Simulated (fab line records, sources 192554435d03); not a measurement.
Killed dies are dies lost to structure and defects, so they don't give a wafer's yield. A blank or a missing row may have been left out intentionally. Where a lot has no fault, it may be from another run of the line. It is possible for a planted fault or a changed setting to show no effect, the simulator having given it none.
fab line records | flow n5Finfet
record lots=10 | wafers=29 | lastDay=18
route steps=1938 shown BEOL_M1@840 BEOL_M2@843 BEOL_M4@1111 PASSIVATION@1936
lots that met no fault: taken from a fault-free run of the same line
startH: hours from the record's first day to the start of the lot's first wafer shown | waitH: hours from the lot's prior step to this one | " repeats the value in the row above | L1.1+2: several wafers, shown together as one row | - no value, or no start given | * or withheld: withheld | < > ~ a bound
route shown NAME@n: NAME is a module with steps in the file, n the number in the route of the first one | usual: average and standard deviation across the fault-free wafers | same: alike in all rows | chamber/n: place in a boat | sites: readings site by site | _std_site: standard deviation of those values | _edge_site: the outer-site mean with the inner-site mean subtracted | radiusMm: how far each site lies from the wafer's centre | mask NAME#n: copy n | behind: the last tool/chamber to shape the wafer | hold: why the lot went on hold/how many hours it stayed there/how the hold came to an end | device: the transistor (n, p or np) that didn't switch | end of line: tests run on the same wafers once the route is complete | a step with no rows: only its recipe | killed: dies lost to structure and defects at the first sort, not the wafer's yield | map: the dies of a wafer, with x for killed, . for not killed, _ for no die there
set.NAME: the setting that was run; set.NAME@STEP: the one run at that earlier step | model.NAME: the simulator's own value behind a step, which no gauge read
a sample of lots followed through the steps of the route, with each step as a table and each wafer as a row
services: when a tool's chamber went out of use (startH, in hours from the record's first day, below 0 if earlier), for how many hours, and the reason
## steps
# step N5_BEOL_M1_INSPECT_59
# recipe inspectInstrument=darkfield | mode=postDep
# usual rawDefectCount=72/23
lot.wafer | tool             | chamber | startH | waitH | rawDefectCount
L303.1    | defectInspect-01 | -       | 137.07 | 0.0   | 71
L303.4    | "                | -       | "      | "     | 67
L303.6    | "                | -       | "      | "     | 77
L305.1    | defectInspect-02 | -       | 154.78 | 0.0   | 71
L305.3    | "                | -       | "      | "     | 67
L305.6    | "                | -       | "      | "     | 51
L307.2    | defectInspect-01 | -       | 159.94 | 0.0   | 66
L307.3    | "                | -       | "      | "     | 69
L307.5    | "                | -       | "      | "     | 79
L308.1    | defectInspect-01 | -       | 170.29 | 0.0   | 49
L308.5    | "                | -       | "      | "     | 60
L308.6    | "                | -       | "      | "     | 77
L318.1    | defectInspect-01 | -       | 234.90 | 0.0   | 88
L318.4    | "                | -       | "      | "     | 86
L318.6    | "                | -       | "      | "     | 58
L319.3    | defectInspect-02 | -       | 239.15 | 0.0   | 74
L319.4    | "                | -       | "      | "     | 96
L319.6    | "                | -       | "      | "     | 63
L322.3    | defectInspect-01 | -       | 248.56 | 0.0   | 73
L322.5    | "                | -       | "      | "     | 70
L322.6    | "                | -       | "      | "     | 49
L321.2    | defectInspect-01 | -       | 250.54 | 0.0   | 84
L321.5    | "                | -       | "      | "     | 103
L326.2    | defectInspect-02 | -       | 272.33 | 0.0   | 82
L326.3    | "                | -       | "      | "     | 32
L326.6    | "                | -       | "      | "     | 49
L325.4    | defectInspect-01 | -       | 275.75 | 0.0   | 110
L325.5    | "                | -       | "      | "     | 50
L325.6    | "                | -       | "      | "     | 78
# step N5_BEOL_M2_PECVD_72
# recipe material=SiO2 | targetThkA=160 | tempC=400 | precursor=TEOS/O2 | pressureTorr=5.5 | rfW=450 | teosFlowSccm=53.8 | gas=O2 | flowSccm=3000 | timeS=18
# usual heaterPowerW=700/83 | rfFwdPowerW=444.7/1.8 | showerheadPlenumPTorr=8.82/0.065 | throttleValvePct=22.2/0.97
lot.wafer | tool     | chamber | startH | waitH | heaterPowerW | rfFwdPowerW | showerheadPlenumPTorr | throttleValvePct
L303.1    | pecvd-03 | 2       | 137.21 | 0.0   | 621          | 445.0       | 8.80                  | 22.7
L303.4    | "        | 0       | "      | "     | 736          | 444.4       | 8.98                  | 20.7
L303.6    | "        | 2       | "      | "     | 621          | 446.1       | 8.83                  | 22.5
L305.1    | pecvd-02 | 1       | 154.92 | 0.0   | 666          | 443.8       | 8.81                  | 22.1
L305.3    | "        | 2       | "      | "     | 725          | 445.5       | 8.73                  | 21.6
L305.6    | "        | 1       | "      | "     | 656          | 444.5       | 8.80                  | 22.5
L307.2    | pecvd-01 | 0       | 160.08 | 0.0   | 648          | 444.4       | 8.78                  | 22.0
L307.3    | "        | 1       | "      | "     | 679          | 440.2       | 8.77                  | 22.1
L307.5    | "        | 0       | "      | "     | 637          | 445.4       | 8.79                  | 22.0
L308.1    | pecvd-03 | 1       | 170.43 | 0.0   | 801          | 445.0       | 8.78                  | 23.9
L308.5    | "        | 0       | "      | "     | 590          | 445.6       | 8.95                  | 20.8
L308.6    | "        | 2       | "      | "     | 583          | 447.3       | 8.80                  | 23.0
L318.1    | pecvd-01 | 2       | 235.07 | 0.0   | 731          | 445.4       | 8.84                  | 22.1
L318.4    | "        | 0       | "      | "     | 528          | 444.4       | 8.78                  | 22.2
L318.6    | "        | 2       | "      | "     | 737          | 445.5       | 8.84                  | 22.4
L319.3    | pecvd-03 | 2       | 239.29 | 0.0   | 642          | 446.0       | 8.81                  | 20.9
L319.4    | "        | 2       | "      | "     | 650          | 445.0       | 8.82                  | 20.8
L319.6    | "        | 0       | "      | "     | 677          | 442.9       | 8.97                  | 21.2
L322.3    | pecvd-01 | 0       | 248.70 | 0.0   | 662          | 442.8       | 8.78                  | 22.4
L322.5    | "        | 2       | "      | "     | 763          | 443.1       | 8.85                  | 22.3
L322.6    | "        | 1       | "      | "     | 747          | 446.5       | 8.77                  | 22.3
L321.2    | pecvd-03 | 2       | 250.68 | 0.0   | 583          | 447.0       | 8.82                  | 21.2
L321.5    | "        | 2       | "      | "     | 574          | 445.9       | 8.81                  | 21.1
L326.2    | pecvd-03 | 2       | 272.47 | 0.0   | 610          | 443.9       | 8.84                  | 21.1
L326.3    | "        | 0       | "      | "     | 708          | 442.4       | 8.94                  | 21.0
L326.6    | "        | 1       | "      | "     | 819          | 446.1       | 8.77                  | 23.8
L325.4    | pecvd-01 | 1       | 275.91 | 0.1   | 758          | 444.1       | 8.77                  | 22.3
L325.5    | "        | 0       | "      | "     | 651          | 442.7       | 8.77                  | 22.6
L325.6    | "        | 2       | "      | "     | 728          | 443.3       | 8.83                  | 22.0
# step N5_BEOL_M2_ETCH_74
# recipe chemistry=N2/H2 | target=underlayer | targetDepthA=65 | maskMaterial=CAR-EUV | timeS=5.2 | ionEnergyEv=200 | pressureMtorr=30 | sourceW=840 | biasW=150 | n2FlowSccm=200 | h2FlowSccm=200 | ends=cleared
# usual drypumpMotorCurrentA=5.9/0.43 | etchRfOnTimeS=5.27/0.14 | oesProductAu=0.67/0.067 | rfFwdPowerW=819.5/2.7 | rfVppV=524.7/2.9 | showerheadPlenumPTorr=2.57/0.11 | throttleValvePct=17.84/0.25
lot.wafer | tool       | chamber | startH | waitH | drypumpMotorCurrentA | etchRfOnTimeS | oesProductAu | rfFwdPowerW | rfHoursCounterH | rfVppV | showerheadPlenumPTorr | throttleValvePct
L303.1    | rieDiel-02 | 2       | 138.08 | 0.0   | 5.9                  | 5.15          | 0.60         | 818.9       | 224             | 523.1  | 2.49                  | 17.66
L303.4    | "          | 3       | "      | "     | 6.8                  | 5.48          | 0.57         | 821.0       | -               | 525.3  | 2.50                  | 18.21
L303.6    | "          | 0       | "      | "     | 5.8                  | 5.30          | 0.63         | 815.2       | -               | 519.0  | 2.42                  | 17.61
L305.1    | rieDiel-04 | 2       | 156.20 | 0.0   | 6.0                  | 5.12          | 0.72         | 818.5       | 66              | 527.7  | 2.68                  | 17.81
L305.3    | "          | 3       | "      | "     | 5.9                  | 5.11          | 0.59         | 820.4       | 238             | 519.3  | 2.41                  | 17.62
L305.6    | "          | 3       | "      | "     | 5.8                  | 5.02          | 0.59         | 819.3       | -               | 520.1  | 2.41                  | 17.60
L307.2    | rieDiel-04 | 2       | 162.00 | 0.0   | 6.0                  | 5.10          | 0.72         | 822.1       | 68              | 526.0  | 2.68                  | 17.79
L307.3    | "          | 3       | "      | "     | 5.8                  | 5.04          | 0.60         | 819.5       | 240             | 520.5  | 2.41                  | 17.61
L307.5    | "          | 1       | "      | "     | 5.8                  | 5.53          | 0.58         | 821.9       | -               | 527.3  | 2.60                  | 17.97
L308.1    | rieDiel-04 | 0       | 172.79 | 0.0   | 5.9                  | 5.37          | 0.74         | 821.3       | 38              | 529.1  | 2.71                  | 18.14
L308.5    | "          | 3       | "      | "     | 5.8                  | 5.07          | 0.58         | 819.4       | -               | 521.9  | 2.40                  | 17.64
L308.6    | "          | 0       | "      | "     | 5.9                  | 5.37          | 0.74         | 819.0       | -               | 528.9  | 2.71                  | 18.13
L318.1    | rieDiel-06 | 2       | 236.04 | 0.0   | 4.9                  | 5.22          | 0.60         | 816.2       | 234             | 525.4  | 2.52                  | 18.12
L318.4    | "          | 1       | "      | "     | 5.7                  | 5.47          | 0.66         | 820.6       | 111             | 521.2  | 2.46                  | 17.70
L318.6    | "          | 2       | "      | "     | 4.9                  | 5.22          | 0.62         | 819.2       | -               | 521.9  | 2.52                  | 18.11
L319.3    | rieDiel-04 | 3       | 240.59 | 0.0   | 5.8                  | 4.99          | 0.82         | 815.9       | 10              | 528.2  | 2.72                  | 17.19
L319.4    | "          | 1       | "      | "     | 5.9                  | 5.21          | 0.77         | 816.6       | 16              | 526.4  | 2.59                  | 17.59
L319.6    | "          | 1       | "      | "     | 5.8                  | 5.21          | 0.76         | 818.4       | -               | 527.7  | 2.59                  | 17.55
L322.3    | rieDiel-06 | 2       | 250.02 | 0.0   | 4.9                  | 5.19          | 0.60         | 821.0       | 240             | 525.2  | 2.51                  | 18.11
L322.5    | "          | 3       | "      | "     | 6.4                  | 5.27          | 0.66         | 820.5       | -               | 526.5  | 2.65                  | 17.95
L322.6    | "          | 0       | "      | "     | 6.4                  | 5.30          | 0.62         | 816.5       | -               | 524.6  | 2.55                  | 17.85
L321.2    | rieDiel-06 | 2       | 251.41 | 0.0   | 4.9                  | 5.23          | 0.61         | 822.1       | 240             | 521.8  | 2.51                  | 18.10
L321.5    | "          | 0       | "      | "     | 6.4                  | 5.31          | 0.62         | 816.5       | -               | 525.3  | 2.55                  | 17.87
L326.2    | rieDiel-06 | 2       | 273.78 | 0.0   | 4.9                  | 5.25          | 0.60         | 816.6       | 249             | 523.4  | 2.51                  | 18.13
L326.3    | "          | 0       | "      | "     | 6.4                  | 5.28          | 0.62         | 824.2       | 169             | 520.6  | 2.55                  | 17.87
L326.6    | "          | 3       | "      | "     | 6.4                  | 5.22          | 0.65         | 822.7       | -               | 526.6  | 2.65                  | 17.97
L325.4    | rieDiel-04 | 3       | 276.73 | 0.0   | 5.8                  | 4.97          | 0.78         | 814.0       | 23              | 528.8  | 2.71                  | 17.21
L325.5    | "          | 0       | "      | "     | 5.9                  | 5.39          | 0.70         | 820.5       | -               | 525.2  | 2.70                  | 18.20
L325.6    | "          | 3       | "      | "     | 5.8                  | 4.94          | 0.79         | 820.5       | -               | 530.1  | 2.71                  | 17.19
# step N5_BEOL_M2_COAT_76
# recipe resist=underlayer | tempC=205 | timeS=60 | spinRpm=1500 | resistThkNm=5
# usual heaterPowerTotalW=391.8/1.2 | plateTempC=205.00/0.16 | spinSpeedRpm=1500.0/1.1
lot.wafer | tool          | chamber | startH | waitH | heaterPowerTotalW | plateTempC | spinSpeedRpm
L303.1    | lithoTrack-01 | 0       | 138.52 | -     | 390.3             | 204.93     | 1496.1
L303.4    | "             | 0       | "      | "     | 392.1             | 204.89     | 1498.7
L303.6    | "             | 0       | "      | "     | 390.5             | 204.89     | 1500.2
L305.1    | lithoTrack-02 | 0       | 156.65 | -     | 391.5             | 205.15     | 1498.4
L305.3    | "             | 0       | "      | "     | 391.6             | 204.88     | 1499.9
L305.6    | "             | 0       | "      | "     | 391.4             | 205.06     | 1499.9
L307.2    | lithoTrack-01 | 0       | 162.46 | -     | 391.4             | 205.08     | 1500.8
L307.3    | "             | 0       | "      | "     | 393.7             | 205.02     | 1500.4
L307.5    | "             | 0       | "      | "     | 390.0             | 205.28     | 1498.2
L308.1    | lithoTrack-01 | 0       | 173.24 | -     | 389.5             | 204.85     | 1500.4
L308.5    | "             | 0       | "      | "     | 392.7             | 204.89     | 1499.0
L308.6    | "             | 0       | "      | "     | 391.0             | 205.17     | 1501.9
L318.1    | lithoTrack-01 | 0       | 236.57 | -     | 409.0             | 212.18     | 1500.8
L318.4    | "             | 0       | "      | "     | 408.2             | 212.26     | 1499.3
L318.6    | "             | 0       | "      | "     | 411.6             | 212.36     | 1500.4
L319.3    | lithoTrack-01 | 0       | 241.14 | -     | 411.2             | 212.52     | 1497.8
L319.4    | "             | 0       | "      | "     | 410.2             | 212.39     | 1500.2
L319.6    | "             | 0       | "      | "     | 411.7             | 212.39     | 1500.1
L322.3    | lithoTrack-05 | 0       | 250.55 | -     | 393.5             | 205.11     | 1500.6
L322.5    | "             | 0       | "      | "     | 390.3             | 204.76     | 1500.1
L322.6    | "             | 0       | "      | "     | 391.5             | 205.44     | 1499.2
L321.2    | lithoTrack-05 | 0       | 251.94 | -     | 393.1             | 205.04     | 1498.6
L321.5    | "             | 0       | "      | "     | 394.0             | 204.94     | 1500.3
L326.2    | lithoTrack-05 | 0       | 274.22 | -     | 390.8             | 205.00     | 1498.8
L326.3    | "             | 0       | "      | "     | 390.3             | 205.22     | 1499.5
L326.6    | "             | 0       | "      | "     | 392.9             | 204.85     | 1501.0
L325.4    | lithoTrack-02 | 0       | 277.18 | -     | 393.2             | 205.03     | 1498.9
L325.5    | "             | 0       | "      | "     | 392.9             | 204.73     | 1500.0
L325.6    | "             | 0       | "      | "     | 390.5             | 204.85     | 1499.1
# step N5_BEOL_M4_RC_MEAS_101
# usual DIBL_N=37.2/2.5 | DIBL_P=38/3 | IOFF_N=0.17/0.044 | IOFF_P=0.24/0.059 | ION_N=667/13 | ION_P=461/7.9 | SS_N=71.8/0.86 | SS_P=73.6/0.92 | VT_N=250/4.1 | VT_P=-249/3.9
lot.wafer | tool      | chamber | startH | waitH | DIBL_N[mV/V] | DIBL_P[mV/V] | IOFF_N[nA/um] | IOFF_P[nA/um] | ION_N[uA/um] | ION_P[uA/um] | SS_N[mV/dec] | SS_P[mV/dec] | VT_N[mV] | VT_P[mV]
L303.1    | prober-01 | 0       | 175.16 | 0.0   | 39.1         | 38           | 0.18          | 0.21          | 668          | 455          | 71.8         | 73.7         | 252      | -252
L303.4    | "         | 0       | "      | "     | 36.4         | 37           | 0.15          | 0.22          | 665          | 457          | 71.4         | 73.9         | 250      | -252
L303.6    | "         | 0       | "      | "     | 34.9         | 35           | 0.12          | 0.18          | 660          | 452          | 71.3         | 73.1         | 252      | -254
L305.1    | prober-01 | 0       | 203.19 | 0.0   | 36.7         | 39           | 0.18          | 0.24          | 673          | 467          | 71.5         | 73.7         | 248      | -250
L305.3    | "         | 0       | "      | "     | 39.3         | 41           | 0.23          | 0.29          | 680          | 466          | 72.2         | 74.8         | 244      | -248
L305.6    | "         | 0       | "      | "     | 37.2         | 39           | 0.17          | 0.25          | 668          | 456          | 72.2         | 74.6         | 247      | -250
L307.2    | prober-02 | 0       | 203.60 | 0.2   | 34.7         | 33           | 0.10          | 0.17          | 654          | 462          | 71.3         | 72.4         | 255      | -251
L307.3    | "         | 0       | "      | "     | 39.1         | 39           | 0.18          | 0.26          | 679          | 463          | 71.7         | 73.6         | 247      | -244
L307.5    | "         | 0       | "      | "     | 39.5         | 41           | 0.21          | 0.29          | 683          | 467          | 72.2         | 74.7         | 244      | -244
L308.1    | prober-01 | 0       | 212.72 | 0.0   | 38.4         | 38           | 0.17          | 0.24          | 684          | 465          | 71.6         | 74.1         | 251      | -251
L308.5    | "         | 0       | "      | "     | 37.4         | 38           | 0.16          | 0.23          | 667          | 460          | 72.3         | 73.9         | 254      | -250
L308.6    | "         | 0       | "      | "     | 39.7         | 40           | 0.20          | 0.29          | 682          | 475          | 72.5         | 74.6         | 248      | -246
L318.1    | prober-01 | 0       | 273.93 | 0.0   | 41.7         | 45           | 0.29          | 0.38          | 674          | 471          | 73.4         | 75.3         | 241      | -239
L318.4    | "         | 0       | "      | "     | 39.2         | 43           | 0.22          | 0.36          | 685          | 482          | 72.5         | 75.1         | 246      | -238
L318.6    | "         | 0       | "      | "     | 40.4         | 43           | 0.24          | 0.36          | 674          | 470          | 72.9         | 75.4         | 248      | -241
L319.3    | prober-01 | 0       | 276.84 | 0.3   | 38.4         | 40           | 0.20          | 0.29          | 673          | 465          | 72.1         | 74.4         | 247      | -248
L319.4    | "         | 0       | "      | "     | 36.6         | 37           | 0.15          | 0.25          | 659          | 464          | 70.8         | 73.8         | 248      | -248
L319.6    | "         | 0       | "      | "     | 36.0         | 36           | 0.15          | 0.22          | 669          | 462          | 71.0         | 73.1         | 250      | -252
L322.3    | prober-01 | 0       | 287.87 | 0.3   | 35.6         | 36           | 0.15          | 0.21          | 666          | 459          | 71.2         | 72.4         | 251      | -251
L322.5    | "         | 0       | "      | "     | 36.4         | 38           | 0.16          | 0.24          | 681          | 469          | 71.0         | 72.7         | 251      | -248
L322.6    | "         | 0       | "      | "     | 34.8         | 36           | 0.13          | 0.21          | 660          | 453          | 71.4         | 72.3         | 254      | -252
L321.2    | prober-02 | 0       | 290.62 | 0.2   | 37.6         | 39           | 0.16          | 0.26          | 663          | 467          | 72.2         | 73.7         | 252      | -246
L321.5    | "         | 0       | "      | "     | 34.0         | 35           | 0.11          | 0.18          | 640          | 450          | 70.7         | 73.1         | 259      | -252
L326.2    | prober-02 | 0       | 314.24 | 0.2   | 32.1         | 33           | 0.11          | 0.15          | 655          | 449          | 70.3         | 71.7         | 254      | -254
L326.3    | "         | 0       | "      | "     | 32.5         | 32           | 0.11          | 0.15          | 664          | 453          | 70.4         | 72.1         | 255      | -256
L326.6    | "         | 0       | "      | "     | 34.2         | 36           | 0.14          | 0.19          | 672          | 465          | 70.5         | 72.6         | 252      | -251
L325.4    | prober-01 | 0       | 315.86 | 0.5   | 39.9         | 38           | 0.18          | 0.24          | 658          | 458          | 72.5         | 72.9         | 251      | -249
L325.5    | "         | 0       | "      | "     | 39.3         | 38           | 0.16          | 0.25          | 663          | 462          | 72.0         | 73.2         | 253      | -246
L325.6    | "         | 0       | "      | "     | 35.9         | 33           | 0.12          | 0.19          | 657          | 451          | 71.3         | 71.8         | 257      | -251
# step N5_PASSIVATION_PROBE_49
# usual defectLimitedYield=91.5/1.4 | killed_at_M0_to_M3=32/11 | killed_at_M4_up=12/4.4 | killedAtContacts=13/6.1 | killedAtFrontEnd=39/12 | killedAtOther=3.9/3 | killedDies=100/17 | killedOpen=66/12 | killedShort=33/7.4 | sort_bin_4_leakage=0.03/0.14 | sort_bin_5_function=5.0/0.95 | sort_bin_6_memory=3.2/0.66 | sort_bin_8_speed=0.0/0.33 | sortNPass=1079/17 | sortYieldPct=91.4/1.5
# same grossDies=1180 | killedAtBackSide=0
lot.wafer | tool      | chamber | startH | waitH | defectLimitedYield[%] | killed_at_M0_to_M3 | killed_at_M4_up | killedAtContacts | killedAtFrontEnd | killedAtOther | killedDies | killedOpen | killedShort | sort_bin_4_leakage[%] | sort_bin_5_function[%] | sort_bin_6_memory[%] | sort_bin_8_speed[%] | sortNPass | sortYieldPct[%]
L303.1    | prober-02 | -       | 283.00 | 0.0   | 91.5                  | 30                 | 16              | 19               | 28               | 7             | 100        | 68         | 31          | 0                     | 5.1                    | 3.2                  | 0                   | 1080      | 91.5
L303.4    | prober-02 | -       | 283.15 | 0.2   | 90.8                  | 24                 | 13              | 23               | 46               | 3             | 109        | 80         | 29          | 0                     | 5.8                    | 3.4                  | 0                   | 1071      | 90.8
L303.6    | prober-02 | -       | 283.25 | 0.3   | 89.7                  | 37                 | 15              | 26               | 39               | 4             | 121        | 78         | 35          | 0                     | 5.7                    | 3.6                  | 0                   | 1059      | 89.7
L305.1    | prober-01 | -       | 308.97 | 0.0   | 92.4                  | 31                 | 21              | 4                | 30               | 4             | 90         | 60         | 30          | 0                     | 4.7                    | 2.8                  | 0                   | 1090      | 92.4
L305.3    | prober-01 | -       | 309.07 | 0.1   | 91.3                  | 26                 | 12              | 14               | 44               | 7             | 103        | 67         | 33          | 0                     | 5.0                    | 3.6                  | 0                   | 1077      | 91.3
L305.6    | prober-01 | -       | 309.22 | 0.3   | 92.0                  | 28                 | 17              | 16               | 33               | 0             | 94         | 67         | 27          | 0                     | 4.5                    | 2.8                  | 0                   | 1086      | 92.0
L318.1    | prober-01 | -       | 374.27 | 0.0   | 91.4                  | 32                 | 14              | 3                | 51               | 1             | 101        | 75         | 26          | 0.34                  | 6.5                    | 1.9                  | 0                   | 1075      | 91.1
L318.4    | prober-01 | -       | 374.42 | 0.2   | 92.5                  | 27                 | 13              | 16               | 32               | 1             | 89         | 64         | 25          | 0                     | 4.7                    | 2.5                  | 0                   | 1091      | 92.5
L318.6    | prober-01 | -       | 374.52 | 0.3   | 91.7                  | 27                 | 15              | 12               | 41               | 3             | 98         | 68         | 28          | 0                     | 5.1                    | 3.1                  | 0                   | 1082      | 91.7
L319.3    | prober-01 | -       | 392.21 | 0.1   | 92.9                  | 19                 | 16              | 23               | 25               | 1             | 84         | 63         | 20          | 0                     | 4.2                    | 2.8                  | 0                   | 1096      | 92.9
L319.4    | prober-01 | -       | 392.26 | 0.2   | 93.8                  | 19                 | 13              | 12               | 27               | 2             | 73         | 50         | 22          | 0                     | 3.1                    | 2.7                  | 0                   | 1107      | 93.8
L319.6    | prober-01 | -       | 392.36 | 0.3   | 92.7                  | 26                 | 20              | 12               | 25               | 3             | 86         | 57         | 27          | 0                     | 4.3                    | 2.9                  | 0                   | 1094      | 92.7
L326.2    | prober-02 | -       | 422.30 | 0.1   | 91.9                  | 21                 | 9               | 17               | 40               | 8             | 95         | 68         | 22          | 0                     | 4.2                    | 3.6                  | 0                   | 1085      | 91.9
L326.3    | prober-02 | -       | 422.35 | 0.1   | 89.9                  | 35                 | 10              | 12               | 52               | 10            | 119        | 74         | 44          | 0                     | 6.5                    | 3.3                  | 0                   | 1061      | 89.9
L326.6    | prober-02 | -       | 422.50 | 0.3   | 91.9                  | 19                 | 14              | 12               | 36               | 15            | 96         | 62         | 32          | 0                     | 5.0                    | 3.1                  | 0                   | 1084      | 91.9
# killed by level:class
L303.1 MOL_CONTACT_COAG:geometricParticle:open=14 FIN_SAQP:geometricParticle:open=8 BEOL_M0_SAQP:geometricParticle:open=8 MOL_CONTACT_COAG:geometricParticle:short=5 STI_FIN_REVEAL:geometricParticle:open=5 BEOL_M2:geometricParticle:open=5 BEOL_M3:geometricParticle:open=5 FIN_SAQP:geometricParticle:short=4
L303.4 MOL_CONTACT_COAG:geometricParticle:open=22 STI_FIN_REVEAL:geometricParticle:open=16 BEOL_M1:geometricParticle:open=7 FIN_SAQP:geometricParticle:open=6 BEOL_M2:geometricParticle:open=6 FIN_SAQP:geometricParticle:short=5 ILD0:geometricParticle:short=5 ILD0:geometricParticle:open=4
L303.6 MOL_CONTACT_COAG:geometricParticle:open=20 BEOL_M0_SAQP:geometricParticle:open=11 BEOL_M2:geometricParticle:open=9 BEOL_M0_SAQP:geometricParticle:short=8 HKMG_FIN:areaEtch=8 GATE_CUT:geometricParticle:open=6 MOL_CONTACT_COAG:geometricParticle:short=6 FIN_SAQP:geometricParticle:open=5
L305.1 BEOL_M4:geometricParticle:open=10 BEOL_M2:geometricParticle:open=9 GATE_CUT:geometricParticle:short=8 BEOL_M0_SAQP:geometricParticle:short=6 FIN_SAQP:geometricParticle:open=5 BEOL_M1:geometricParticle:open=5 ILD0:geometricParticle:short=4 BEOL_M0_SAQP:geometricParticle:open=4
L305.3 STI_FIN_REVEAL:geometricParticle:open=11 MOL_CONTACT_COAG:geometricParticle:open=11 BEOL_M1:geometricParticle:open=8 BEOL_M2:geometricParticle:open=7 FIN_SAQP:geometricParticle:short=5 DUMMY_GATE:geometricParticle:open=5 BEOL_M1:geometricParticle:short=5 ILD0:geometricParticle:open=4
L305.6 MOL_CONTACT_COAG:geometricParticle:open=13 BEOL_M1:geometricParticle:open=11 FIN_SAQP:geometricParticle:short=9 BEOL_M4:geometricParticle:open=6 FIN_SAQP:geometricParticle:open=5 STI_FIN_REVEAL:geometricParticle:open=5 BEOL_M0_SAQP:geometricParticle:open=5 BEOL_M2:geometricParticle:open=5
L318.1 STI_FIN_REVEAL:geometricParticle:open=15 FIN_SAQP:geometricParticle:open=10 BEOL_M1:geometricParticle:open=8 FIN_SAQP:geometricParticle:short=7 BEOL_M0_SAQP:geometricParticle:open=6 BEOL_M4:geometricParticle:open=6 BEOL_M2:geometricParticle:open=5 DUMMY_GATE:geometricParticle:open=4
L318.4 MOL_CONTACT_COAG:geometricParticle:open=13 BEOL_M1:geometricParticle:open=11 FIN_SAQP:geometricParticle:open=9 FIN_SAQP:geometricParticle:short=7 BEOL_M4:geometricParticle:open=6 BEOL_M2:geometricParticle:open=5 DUMMY_GATE:geometricParticle:open=5 STI_FIN_REVEAL:geometricParticle:open=4
L318.6 MOL_CONTACT_COAG:geometricParticle:open=12 FIN_SAQP:geometricParticle:open=9 STI_FIN_REVEAL:geometricParticle:open=9 DUMMY_GATE:geometricParticle:open=8 BEOL_M0_SAQP:geometricParticle:open=8 BEOL_M4:geometricParticle:open=7 BEOL_M0_SAQP:geometricParticle:short=6 BEOL_M3:geometricParticle:open=6
L319.3 MOL_CONTACT_COAG:geometricParticle:open=19 BEOL_M4:geometricParticle:open=13 GATE_CUT:geometricParticle:short=7 BEOL_M2:geometricParticle:open=7 STI_FIN_REVEAL:geometricParticle:open=4 MOL_CONTACT_COAG:geometricParticle:short=3 BEOL_M0_SAQP:geometricParticle:open=3 BEOL_M1:geometricParticle:open=3
L319.4 MOL_CONTACT_COAG:geometricParticle:open=10 FIN_SAQP:geometricParticle:open=6 BEOL_M2:geometricParticle:open=6 BEOL_M0_SAQP:geometricParticle:open=5 BEOL_M4:geometricParticle:open=5 STARTING-WAFER:geometricParticle:short=5 FIN_SAQP:geometricParticle:short=4 GATE_CUT:geometricParticle:open=3
L319.6 BEOL_M4:geometricParticle:open=13 MOL_CONTACT_COAG:geometricParticle:open=9 BEOL_M1:geometricParticle:open=8 DUMMY_GATE:geometricParticle:open=4 GATE_CUT:geometricParticle:open=4 GATE_CUT:geometricParticle:short=4 BEOL_M0_SAQP:geometricParticle:open=4 BEOL_M3:geometricParticle:short=4
L326.2 MOL_CONTACT_COAG:geometricParticle:open=14 FIN_SAQP:geometricParticle:open=10 DUMMY_GATE:geometricParticle:open=7 GATE_CUT:geometricParticle:open=6 BEOL_M1:geometricParticle:open=4 GATE_CUT:geometricParticle:short=4 BEOL_M2:geometricParticle:open=4 BEOL_M3:geometricParticle:open=4
L326.3 BEOL_M2:geometricParticle:open=9 DUMMY_GATE:geometricParticle:open=9 GATE_CUT:geometricParticle:open=9 GATE_CUT:geometricParticle:short=9 FIN_SAQP:geometricParticle:open=8 MOL_CONTACT_COAG:geometricParticle:open=8 BEOL_M0_SAQP:geometricParticle:short=8 FIN_SAQP:geometricParticle:short=6
L326.6 MOL_CONTACT_COAG:geometricParticle:open=8 PASS1_CAP:geometricParticle:short=7 DUMMY_GATE:geometricParticle:open=6 GATE_CUT:geometricParticle:open=6 BEOL_M2:geometricParticle:open=5 BEOL_M4:geometricParticle:open=4 GATE_CUT:geometricParticle:short=4 MOL_CONTACT_COAG:geometricParticle:short=4
## services
tool          | chamber | startH | hours | kind
rieDiel-02    | 3       | 114.24 | 1.8   | repair
pecvd-01      | 0       | 120.29 | 5.2   | repair
rieDiel-04    | -       | 137.64 | 1.0   | repair
pecvd-01      | 1       | 139.24 | 2.1   | scheduledDown
rieDiel-02    | -       | 158.13 | 14.6  | pm
rieDiel-04    | 1       | 166.78 | -     | clean
rieDiel-04    | 1       | 166.78 | -     | consumableReplace:focusRing
rieDiel-04    | 1       | 166.78 | 21.4  | scheduledDown
rieDiel-04    | 1       | 166.78 | 21.4  | ventCycle
rieDiel-04    | 3       | 188.31 | -     | clean
rieDiel-04    | 3       | 188.31 | -     | consumableReplace:focusRing
rieDiel-04    | 3       | 188.31 | -     | consumableReplace:showerhead
rieDiel-04    | 3       | 188.31 | 15.4  | scheduledDown
rieDiel-04    | 3       | 188.31 | 15.4  | ventCycle
rieDiel-06    | 2       | 189.17 | 6.4   | repair
rieDiel-06    | -       | 195.09 | 0.2   | repair
lithoTrack-01 | -       | 200.60 | -     | consumableReplace:filter
pecvd-03      | 2       | 202.38 | -     | clean
pecvd-03      | 2       | 202.38 | -     | consumableReplace:showerhead
pecvd-03      | 2       | 202.38 | 29.0  | scheduledDown
pecvd-03      | 2       | 202.38 | 29.0  | ventCycle
pecvd-03      | -       | 227.45 | 0.9   | repair
pecvd-02      | -       | 266.68 | 5.9   | repair
rieDiel-06    | 2       | 274.97 | -     | clean
## key
firstSign step=N5_BEOL_M2_COAT_76 | reading=plateTempC | direction=up | sigmas=47 | usual=* | struck=*
effect step=N5_BEOL_M2_COAT_76 | reading=heaterPowerTotalW | direction=up | sigmas=15 | usual=* | struck=*
metAt N5_BEOL_M2_COAT_76
struckLots L318,L319
notActingAt N5_BEOL_M1_INSPECT_59,N5_BEOL_M2_PECVD_72,N5_BEOL_M2_ETCH_74
onsetBetween 173.24 236.57
fault kind=processParameterDrift | tool=lithoTrack-01 | chamber=- | onsetH=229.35 | steps=N5_BEOL_M2_COAT_76 | channel=tempC | offset=* | shape=step | endH=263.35 | actsIn=* | stated=*
